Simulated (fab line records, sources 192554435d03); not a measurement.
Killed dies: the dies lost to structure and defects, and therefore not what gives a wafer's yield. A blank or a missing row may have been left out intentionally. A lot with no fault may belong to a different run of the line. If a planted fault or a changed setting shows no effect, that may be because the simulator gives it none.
fab line records || flow n5Finfet || part 2 of 2: steps 16 to 16 of 16
record {"lots": 7, "wafers": 19, "lastDay": 16}
route steps=1938 shown GATE_CUT@489 BEOL_M4@1111 PASSIVATION@1936
lots that met no fault: from a run of the same line without faults
startH: the number of hours between the record's first day and the start of the first shown wafer of the lot || waitH: how many hours have passed since the lot's step before this one || " identical to the entry in the row above || L1.1+2: several wafers, shown together as one row || - no value present, or no start provided || * or withheld: withheld || < > ~ a bound
route shown NAME@n: a module of which the file shows steps, and the number in the route of the first || usual: mean and standard deviation over wafers with no fault || same: alike in all rows || chamber/n: place in a boat || sites: the reading at each site || _std_site: the standard deviation of these || _edge_site: the outer-site mean with the inner-site mean subtracted || radiusMm: for every site, how far away it sits from the centre of the wafer || mask NAME#n: copy n || behind: the tool/chamber that last shaped the wafer || hold: why the lot went on hold/how many hours it stayed there/how the hold came to an end || device: which transistor (n, p or np) failed to switch || end of line: at the end of the route, the tests of the same wafers || a step with no rows: only its recipe || killed: dies that structure and defects cost at the first sort, which is not the same as the wafer's yield || map: per-die view of a wafer (x killed, . not killed, _ where there is no die)
set.NAME: the setting the step ran with; set.NAME@STEP: the setting that earlier step ran with || model.NAME: the simulator's own value behind a step, which no gauge read
certain route steps with their lots: each step a table, each wafer a row
services: a tool's chamber out of use, with start hour (startH, from the record's first day; less than 0 if before it), hours out, and reason
## steps
# step N5_PASSIVATION_PROBE_49
# usual {"defectLimitedYield": "91.3/1.5", "killed_at_M0_to_M3": "34/9.4", "killed_at_M4_up": "13/5.3", "killedAtContacts": "13/5.7", "killedAtFrontEnd": "40/10", "killedAtOther": "3.7/2.8", "killedDies": "103/17", "killedOpen": "67/13", "killedShort": "35/8.5", "sort_bin_5_function": "5.0/0.98", "sort_bin_6_memory": "3.3/0.7", "sortNPass": "1077/17", "sortYieldPct": "91.3/1.5"}
# same {"grossDies": 1180, "killedAtBackSide": 0, "sort_bin_4_leakage[%]": 0, "sort_bin_8_speed[%]": 0}
{"lot.wafer": "L788.1", "tool": "prober-02", "chamber": "-", "startH": 285.23, "waitH": 0.0, "defectLimitedYield[%]": 87.5, "killed_at_M0_to_M3": 68, "killed_at_M4_up": 19, "killedAtContacts": 16, "killedAtFrontEnd": 42, "killedAtOther": 3, "killedDies": 148, "killedOpen": 95, "killedShort": 53, "sort_bin_5_function[%]": 7.5, "sort_bin_6_memory[%]": 4.6, "sortNPass": 1032, "sortYieldPct[%]": 87.5}
{"lot.wafer": "L788.3", "tool": "prober-02", "chamber": "-", "startH": 285.33, "waitH": 0.1, "defectLimitedYield[%]": 90.5, "killed_at_M0_to_M3": 36, "killed_at_M4_up": 10, "killedAtContacts": 18, "killedAtFrontEnd": 47, "killedAtOther": 1, "killedDies": 112, "killedOpen": 72, "killedShort": 38, "sort_bin_5_function[%]": 5.9, "sort_bin_6_memory[%]": 3.1, "sortNPass": 1068, "sortYieldPct[%]": 90.5}
{"lot.wafer": "L788.4", "tool": "prober-02", "chamber": "-", "startH": 285.38, "waitH": 0.2, "defectLimitedYield[%]": 90.8, "killed_at_M0_to_M3": 45, "killed_at_M4_up": 12, "killedAtContacts": 13, "killedAtFrontEnd": 37, "killedAtOther": 2, "killedDies": 109, "killedOpen": 67, "killedShort": 40, "sort_bin_5_function[%]": 6.4, "sort_bin_6_memory[%]": 2.7, "sortNPass": 1071, "sortYieldPct[%]": 90.8}
{"lot.wafer": "L792.1", "tool": "prober-02", "chamber": "-", "startH": 303.54, "waitH": 0.0, "defectLimitedYield[%]": 90.8, "killed_at_M0_to_M3": 35, "killed_at_M4_up": 25, "killedAtContacts": 5, "killedAtFrontEnd": 41, "killedAtOther": 3, "killedDies": 109, "killedOpen": 75, "killedShort": 34, "sort_bin_5_function[%]": 5.8, "sort_bin_6_memory[%]": 3.1, "sortNPass": 1071, "sortYieldPct[%]": 90.8}
{"lot.wafer": "L792.3", "tool": "prober-02", "chamber": "-", "startH": 303.64, "waitH": 0.1, "defectLimitedYield[%]": 88.6, "killed_at_M0_to_M3": 53, "killed_at_M4_up": 12, "killedAtContacts": 5, "killedAtFrontEnd": 62, "killedAtOther": 3, "killedDies": 135, "killedOpen": 89, "killedShort": 46, "sort_bin_5_function[%]": 6.1, "sort_bin_6_memory[%]": 4.9, "sortNPass": 1045, "sortYieldPct[%]": 88.6}
{"lot.wafer": "L792.6", "tool": "prober-02", "chamber": "-", "startH": 303.79, "waitH": 0.3, "defectLimitedYield[%]": 89.1, "killed_at_M0_to_M3": 57, "killed_at_M4_up": 12, "killedAtContacts": 4, "killedAtFrontEnd": 52, "killedAtOther": 4, "killedDies": 129, "killedOpen": 83, "killedShort": 44, "sort_bin_5_function[%]": 6.1, "sort_bin_6_memory[%]": 4.2, "sortNPass": 1051, "sortYieldPct[%]": 89.1}
{"lot.wafer": "L795.1", "tool": "prober-02", "chamber": "-", "startH": 326.67, "waitH": 0.1, "defectLimitedYield[%]": 91.4, "killed_at_M0_to_M3": 29, "killed_at_M4_up": 14, "killedAtContacts": 14, "killedAtFrontEnd": 41, "killedAtOther": 3, "killedDies": 101, "killedOpen": 70, "killedShort": 29, "sort_bin_5_function[%]": 4.5, "sort_bin_6_memory[%]": 3.7, "sortNPass": 1079, "sortYieldPct[%]": 91.4}
{"lot.wafer": "L795.4", "tool": "prober-02", "chamber": "-", "startH": 326.82, "waitH": 0.3, "defectLimitedYield[%]": 92.5, "killed_at_M0_to_M3": 20, "killed_at_M4_up": 8, "killedAtContacts": 12, "killedAtFrontEnd": 47, "killedAtOther": 1, "killedDies": 88, "killedOpen": 53, "killedShort": 34, "sort_bin_5_function[%]": 3.6, "sort_bin_6_memory[%]": 3.4, "sortNPass": 1092, "sortYieldPct[%]": 92.5}
{"lot.wafer": "L797.1", "tool": "prober-01", "chamber": "-", "startH": 332.57, "waitH": 0.0, "defectLimitedYield[%]": 92.8, "killed_at_M0_to_M3": 25, "killed_at_M4_up": 17, "killedAtContacts": 14, "killedAtFrontEnd": 28, "killedAtOther": 1, "killedDies": 85, "killedOpen": 57, "killedShort": 26, "sort_bin_5_function[%]": 4.8, "sort_bin_6_memory[%]": 2.3, "sortNPass": 1095, "sortYieldPct[%]": 92.8}
{"lot.wafer": "L797.2", "tool": "prober-01", "chamber": "-", "startH": 332.62, "waitH": 0.1, "defectLimitedYield[%]": 88.7, "killed_at_M0_to_M3": 32, "killed_at_M4_up": 13, "killedAtContacts": 38, "killedAtFrontEnd": 50, "killedAtOther": 0, "killedDies": 133, "killedOpen": 78, "killedShort": 52, "sort_bin_5_function[%]": 6.0, "sort_bin_6_memory[%]": 4.9, "sortNPass": 1047, "sortYieldPct[%]": 88.7}
{"lot.wafer": "L804.1", "tool": "prober-02", "chamber": "-", "startH": 369.78, "waitH": 0.0, "defectLimitedYield[%]": 92.4, "killed_at_M0_to_M3": 29, "killed_at_M4_up": 10, "killedAtContacts": 22, "killedAtFrontEnd": 28, "killedAtOther": 1, "killedDies": 90, "killedOpen": 66, "killedShort": 24, "sort_bin_5_function[%]": 3.7, "sort_bin_6_memory[%]": 3.8, "sortNPass": 1090, "sortYieldPct[%]": 92.4}
{"lot.wafer": "L804.2", "tool": "prober-02", "chamber": "-", "startH": 369.83, "waitH": 0.1, "defectLimitedYield[%]": 92.5, "killed_at_M0_to_M3": 25, "killed_at_M4_up": 7, "killedAtContacts": 9, "killedAtFrontEnd": 40, "killedAtOther": 7, "killedDies": 88, "killedOpen": 52, "killedShort": 35, "sort_bin_5_function[%]": 4.2, "sort_bin_6_memory[%]": 2.6, "sortNPass": 1092, "sortYieldPct[%]": 92.5}
{"lot.wafer": "L804.3", "tool": "prober-02", "chamber": "-", "startH": 369.88, "waitH": 0.1, "defectLimitedYield[%]": 91.8, "killed_at_M0_to_M3": 39, "killed_at_M4_up": 5, "killedAtContacts": 15, "killedAtFrontEnd": 36, "killedAtOther": 2, "killedDies": 97, "killedOpen": 63, "killedShort": 34, "sort_bin_5_function[%]": 5.0, "sort_bin_6_memory[%]": 2.8, "sortNPass": 1083, "sortYieldPct[%]": 91.8}
{"lot.wafer": "L805.1", "tool": "prober-01", "chamber": "-", "startH": 386.87, "waitH": 0.0, "defectLimitedYield[%]": 94.1, "killed_at_M0_to_M3": 26, "killed_at_M4_up": 15, "killedAtContacts": 8, "killedAtFrontEnd": 21, "killedAtOther": 0, "killedDies": 70, "killedOpen": 52, "killedShort": 16, "sort_bin_5_function[%]": 3.6, "sort_bin_6_memory[%]": 2.0, "sortNPass": 1110, "sortYieldPct[%]": 94.1}
{"lot.wafer": "L805.5", "tool": "prober-01", "chamber": "-", "startH": 387.07, "waitH": 0.2, "defectLimitedYield[%]": 93.3, "killed_at_M0_to_M3": 24, "killed_at_M4_up": 6, "killedAtContacts": 11, "killedAtFrontEnd": 38, "killedAtOther": 0, "killedDies": 79, "killedOpen": 46, "killedShort": 31, "sort_bin_5_function[%]": 4.2, "sort_bin_6_memory[%]": 2.5, "sortNPass": 1101, "sortYieldPct[%]": 93.3}
{"lot.wafer": "L805.6", "tool": "prober-01", "chamber": "-", "startH": 387.12, "waitH": 0.3, "defectLimitedYield[%]": 92.3, "killed_at_M0_to_M3": 20, "killed_at_M4_up": 15, "killedAtContacts": 14, "killedAtFrontEnd": 42, "killedAtOther": 0, "killedDies": 91, "killedOpen": 55, "killedShort": 32, "sort_bin_5_function[%]": 4.2, "sort_bin_6_memory[%]": 3.2, "sortNPass": 1089, "sortYieldPct[%]": 92.3}
{"lot.wafer": "L807.3", "tool": "prober-01", "chamber": "-", "startH": 392.99, "waitH": 0.1, "defectLimitedYield[%]": 92.6, "killed_at_M0_to_M3": 22, "killed_at_M4_up": 1, "killedAtContacts": 10, "killedAtFrontEnd": 43, "killedAtOther": 11, "killedDies": 87, "killedOpen": 63, "killedShort": 24, "sort_bin_5_function[%]": 4.4, "sort_bin_6_memory[%]": 3.0, "sortNPass": 1093, "sortYieldPct[%]": 92.6}
{"lot.wafer": "L807.4", "tool": "prober-01", "chamber": "-", "startH": 393.04, "waitH": 0.2, "defectLimitedYield[%]": 91.4, "killed_at_M0_to_M3": 41, "killed_at_M4_up": 12, "killedAtContacts": 15, "killedAtFrontEnd": 30, "killedAtOther": 4, "killedDies": 102, "killedOpen": 66, "killedShort": 36, "sort_bin_5_function[%]": 4.7, "sort_bin_6_memory[%]": 3.4, "sortNPass": 1078, "sortYieldPct[%]": 91.4}
{"lot.wafer": "L807.5", "tool": "prober-01", "chamber": "-", "startH": 393.09, "waitH": 0.2, "defectLimitedYield[%]": 90.0, "killed_at_M0_to_M3": 50, "killed_at_M4_up": 14, "killedAtContacts": 11, "killedAtFrontEnd": 32, "killedAtOther": 11, "killedDies": 118, "killedOpen": 82, "killedShort": 36, "sort_bin_5_function[%]": 5.3, "sort_bin_6_memory[%]": 4.4, "sortNPass": 1062, "sortYieldPct[%]": 90.0}
# killed by level:class
L788.1 BEOL_M0_SAQP:geometricParticle:open=19 BEOL_M0_SAQP:geometricParticle:short=18 BEOL_M3:geometricParticle:open=17 FIN_SAQP:geometricParticle:short=15 MOL_CONTACT_COAG:geometricParticle:open=13 BEOL_M4:geometricParticle:open=9 GATE_CUT:geometricParticle:open=7 DUMMY_GATE:geometricParticle:open=6
L788.3 FIN_SAQP:geometricParticle:open=20 MOL_CONTACT_COAG:geometricParticle:open=15 BEOL_M3:geometricParticle:open=12 STI_FIN_REVEAL:geometricParticle:open=9 FIN_SAQP:geometricParticle:short=8 BEOL_M3:geometricParticle:short=7 BEOL_M1:geometricParticle:short=5 MOL_CONTACT_COAG:geometricParticle:short=3
L788.4 BEOL_M3:geometricParticle:open=14 FIN_SAQP:geometricParticle:open=11 MOL_CONTACT_COAG:geometricParticle:open=11 BEOL_M0_SAQP:geometricParticle:short=10 BEOL_M0_SAQP:geometricParticle:open=8 FIN_SAQP:geometricParticle:short=6 BEOL_M3:geometricParticle:short=6 STI_FIN_REVEAL:geometricParticle:open=4
L792.1 STI_FIN_REVEAL:geometricParticle:open=14 BEOL_M4:geometricParticle:open=13 BEOL_M0_SAQP:geometricParticle:open=10 BEOL_M0_SAQP:geometricParticle:short=8 BEOL_M3:geometricParticle:open=7 GATE_CUT:geometricParticle:open=6 BEOL_M2:geometricParticle:open=5 FIN_SAQP:geometricParticle:short=4
L792.3 BEOL_M0_SAQP:geometricParticle:short=14 BEOL_M1:geometricParticle:open=14 BEOL_M0_SAQP:geometricParticle:open=13 FIN_SAQP:geometricParticle:open=11 DUMMY_GATE:geometricParticle:open=8 BEOL_M2:geometricParticle:open=8 GATE_CUT:geometricParticle:short=7 FIN_SAQP:geometricParticle:short=6
L792.6 BEOL_M0_SAQP:geometricParticle:open=18 BEOL_M0_SAQP:geometricParticle:short=13 STI_FIN_REVEAL:geometricParticle:open=13 BEOL_M3:geometricParticle:open=11 DUMMY_GATE:geometricParticle:open=6 GATE_CUT:geometricParticle:short=6 BEOL_M1:geometricParticle:open=6 BEOL_M4:geometricParticle:open=6
L795.1 MOL_CONTACT_COAG:geometricParticle:open=10 STI_FIN_REVEAL:geometricParticle:open=9 BEOL_M1:geometricParticle:open=9 GATE_CUT:geometricParticle:short=8 FIN_SAQP:geometricParticle:open=7 BEOL_M0_SAQP:geometricParticle:open=6 DUMMY_GATE:geometricParticle:open=5 BEOL_M3:geometricParticle:open=5
L795.4 STI_FIN_REVEAL:geometricParticle:open=9 FIN_SAQP:geometricParticle:short=8 GATE_CUT:geometricParticle:short=7 MOL_CONTACT_COAG:geometricParticle:open=7 BEOL_M0_SAQP:geometricParticle:open=7 FIN_SAQP:geometricParticle:open=6 MOL_CONTACT_COAG:geometricParticle:short=5 BEOL_M2:geometricParticle:open=5
L797.1 MOL_CONTACT_COAG:geometricParticle:open=10 STI_FIN_REVEAL:geometricParticle:open=7 BEOL_M3:geometricParticle:open=7 GATE_CUT:geometricParticle:open=7 GATE_CUT:geometricParticle:short=5 BEOL_M4:geometricParticle:open=5 MOL_CONTACT_COAG:geometricParticle:short=4 BEOL_M0_SAQP:geometricParticle:short=3
L797.2 MOL_CONTACT_COAG:geometricParticle:open=31 FIN_SAQP:geometricParticle:short=13 STI_FIN_REVEAL:geometricParticle:open=10 BEOL_M3:geometricParticle:open=10 MOL_CONTACT_COAG:geometricParticle:short=7 STARTING-WAFER:geometricParticle:short=7 BEOL_M2:geometricParticle:open=5 STI_FIN_REVEAL:geometricParticle:short=4
L804.1 MOL_CONTACT_COAG:geometricParticle:open=21 BEOL_M2:geometricParticle:open=9 BEOL_M0_SAQP:geometricParticle:open=8 FIN_SAQP:geometricParticle:short=6 FIN_SAQP:geometricParticle:open=5 DUMMY_GATE:geometricParticle:open=5 BEOL_M0_SAQP:geometricParticle:short=5 GATE_CUT:geometricParticle:short=4
L804.2 STI_FIN_REVEAL:geometricParticle:open=13 STI_FIN_REVEAL:geometricParticle:short=6 BEOL_M2:geometricParticle:open=6 MOL_CONTACT_COAG:geometricParticle:open=6 BEOL_M1:geometricParticle:open=6 FIN_SAQP:geometricParticle:short=4 FIN_SAQP:geometricParticle:open=3 GATE_CUT:geometricParticle:short=3
L804.3 BEOL_M3:geometricParticle:open=11 STI_FIN_REVEAL:geometricParticle:open=10 MOL_CONTACT_COAG:geometricParticle:open=10 BEOL_M0_SAQP:geometricParticle:short=7 FIN_SAQP:geometricParticle:short=6 BEOL_M0_SAQP:geometricParticle:open=6 STARTING-WAFER:geometricParticle:short=6 FIN_SAQP:geometricParticle:open=5
L805.1 BEOL_M3:geometricParticle:open=11 BEOL_M4:geometricParticle:open=9 FIN_SAQP:geometricParticle:open=6 BEOL_M2:geometricParticle:open=6 STI_FIN_REVEAL:geometricParticle:open=4 MOL_CONTACT_COAG:geometricParticle:open=4 MOL_CONTACT_COAG:geometricParticle:short=4 BEOL_M1:geometricParticle:open=4
L805.5 MOL_CONTACT_COAG:geometricParticle:open=10 FIN_SAQP:geometricParticle:open=9 BEOL_M3:geometricParticle:open=7 FIN_SAQP:geometricParticle:short=5 STI_FIN_REVEAL:geometricParticle:open=5 BEOL_M3:geometricParticle:short=5 GATE_CUT:geometricParticle:short=4 STARTING-WAFER:geometricParticle:short=4
L805.6 MOL_CONTACT_COAG:geometricParticle:open=10 FIN_SAQP:geometricParticle:open=9 FIN_SAQP:geometricParticle:short=7 GATE_CUT:geometricParticle:open=6 BEOL_M2:geometricParticle:open=6 BEOL_M4:geometricParticle:open=6 BEOL_M3:geometricParticle:open=5 GATE_CUT:geometricParticle:short=4
L807.3 STI_FIN_REVEAL:geometricParticle:open=14 MOL_CONTACT_COAG:geometricParticle:open=9 BEOL_M3:geometricParticle:open=7 DUMMY_GATE:geometricParticle:open=5 BEOL_M2:geometricParticle:open=5 FIN_SAQP:geometricParticle:open=4 BEOL_M0_SAQP:geometricParticle:open=4 FIN_SAQP:geometricParticle:short=3
L807.4 MOL_CONTACT_COAG:geometricParticle:open=12 BEOL_M0_SAQP:geometricParticle:short=12 BEOL_M1:geometricParticle:open=10 STI_FIN_REVEAL:geometricParticle:open=6 BEOL_M0_SAQP:geometricParticle:open=6 BEOL_M3:geometricParticle:open=6 FIN_SAQP:geometricParticle:open=5 GATE_CUT:geometricParticle:short=4
L807.5 BEOL_M0_SAQP:geometricParticle:open=11 BEOL_M3:geometricParticle:open=10 MOL_CONTACT_COAG:geometricParticle:open=9 BEOL_M0_SAQP:geometricParticle:short=8 BEOL_M2:geometricParticle:open=8 FIN_SAQP:geometricParticle:open=7 BEOL_M1:geometricParticle:open=5 GATE_CUT:geometricParticle:short=4
## services
{"tool": "rieDiel-04", "chamber": 3, "startH": 102.34, "hours": 4.6, "kind": "repair"}
{"tool": "rieDiel-02", "chamber": 2, "startH": 104.30, "hours": 10.3, "kind": "repair"}
{"tool": "rieDiel-05", "chamber": 3, "startH": 106.16, "hours": 6.8, "kind": "repair"}
{"tool": "rieMetal-03", "chamber": "-", "startH": 129.27, "hours": 2.8, "kind": "pm"}
{"tool": "rieMetal-02", "chamber": 0, "startH": 136.10, "hours": 2.2, "kind": "repair"}
{"tool": "rieDiel-05", "chamber": 1, "startH": 139.32, "hours": 17.3, "kind": "repair"}
{"tool": "rieDiel-02", "chamber": 3, "startH": 143.02, "hours": 4.5, "kind": "repair"}
{"tool": "rieDiel-04", "chamber": 0, "startH": 150.47, "hours": 3.8, "kind": "repair"}
{"tool": "rieDiel-02", "chamber": 3, "startH": 155.23, "hours": 9.1, "kind": "repair"}
{"tool": "rieDiel-04", "chamber": 2, "startH": 180.80, "hours": 8.5, "kind": "repair"}
{"tool": "rieDiel-04", "chamber": 3, "startH": 189.27, "hours": "-", "kind": "clean"}
{"tool": "rieDiel-04", "chamber": 3, "startH": 189.27, "hours": "-", "kind": "consumableReplace:focusRing"}
{"tool": "rieDiel-04", "chamber": 3, "startH": 189.27, "hours": 22.4, "kind": "scheduledDown"}
{"tool": "rieDiel-04", "chamber": 3, "startH": 189.27, "hours": 22.4, "kind": "ventCycle"}
{"tool": "rieDiel-02", "chamber": "-", "startH": 189.99, "hours": 2.8, "kind": "pm"}
{"tool": "rieMetal-01", "chamber": 0, "startH": 209.94, "hours": "-", "kind": "clean"}
{"tool": "rieMetal-01", "chamber": 0, "startH": 209.94, "hours": 16.2, "kind": "scheduledDown"}
{"tool": "rieMetal-01", "chamber": 0, "startH": 209.94, "hours": 16.2, "kind": "ventCycle"}
